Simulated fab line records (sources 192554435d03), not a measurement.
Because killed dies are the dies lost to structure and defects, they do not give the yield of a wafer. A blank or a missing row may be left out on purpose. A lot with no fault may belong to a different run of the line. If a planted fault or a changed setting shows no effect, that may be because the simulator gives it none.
Which tool was responsible? ; flow n5 finfet ; 33 wafers from 11 lots sampled at 2 of the route's 1938 steps

## WHAT THE GAUGES READ, wafer by wafer
N5_BEOL_M7_OVL_MEAS_29.
lot;measured;on;V6_OVL (nm)
L075;day 9 08:05;overlay-02;0.6 -0.8 -0.9
L079;day 10 06:37;overlay-01;-1.4 -1.2 -1.7
L078;day 10 10:44;overlay-02;-0.9 -0.8 -1.1
L081;day 11 04:38;overlay-02;-2.1 -1.7 -1.6
L084;day 12 04:32;overlay-01;-1.8 -1.7 -1.5
L085;day 12 14:14;overlay-02;-0.7 -1.2 -1.6
L088;day 12 14:23;overlay-01;-0.4 -1.3 -1.2
L089;day 13 10:29;overlay-02;-1.1 -0.5 -1.3
L092;day 13 17:44;overlay-01;-1.0 -2.0 -2.4
L094;day 14 02:54;overlay-01;-0.9 -0.2 0.1
L096;day 14 18:32;overlay-01;-0.6 -0.4 -0.4

## WHAT TOOL EACH LOT RAN ON (gives the tool, then ch and the chambers of the sampled wafers, and finally the start)
lot;N5_BEOL_M7_DESCUM_16
L075;rie diel-01 ch 0,3, day 9 06:53
L079;rie diel-04 ch 2,3, day 10 05:30
L078;rie diel-04 ch 0,1,2, day 10 09:21
L081;rie diel-03 ch 0,1, day 11 03:39
L084;rie diel-01 ch 0,1, day 12 01:23
L085;rie diel-04 ch 0,2, day 12 10:44
L088;rie diel-04 ch 0,2, day 12 11:17
L089;rie diel-01 ch 0,1,3, day 13 09:17
L092;rie diel-04 ch 0,2, day 13 16:03
L094;rie diel-03 ch 2,3, day 13 23:13
L096;rie diel-04 ch 0,1, day 14 17:43
- N5_BEOL_M7_DESCUM_16: chemistry O2, time 7.9 s.

## THE ANSWER, worked out from the rows above alone
Rule: the usual values come from the lots themselves. The widest of any qualifying gaps counts: lots, ordered by their means at a reading, are off when they make up no more than a third of the lots, leave a main group of 4 or more, and stand apart from it by 3 or more times the standard deviation of that group's means. A main group whose means are all the same, to the digits that the tables above print for the reading, isn't used. A lot without any number at a reading at which 4 lots or more have one is off too. All remaining lots with rows at the step are treated as sound.
None of the lots is off at any reading shown; this tells nothing.

## WHAT THE SIMULATOR PUT IN
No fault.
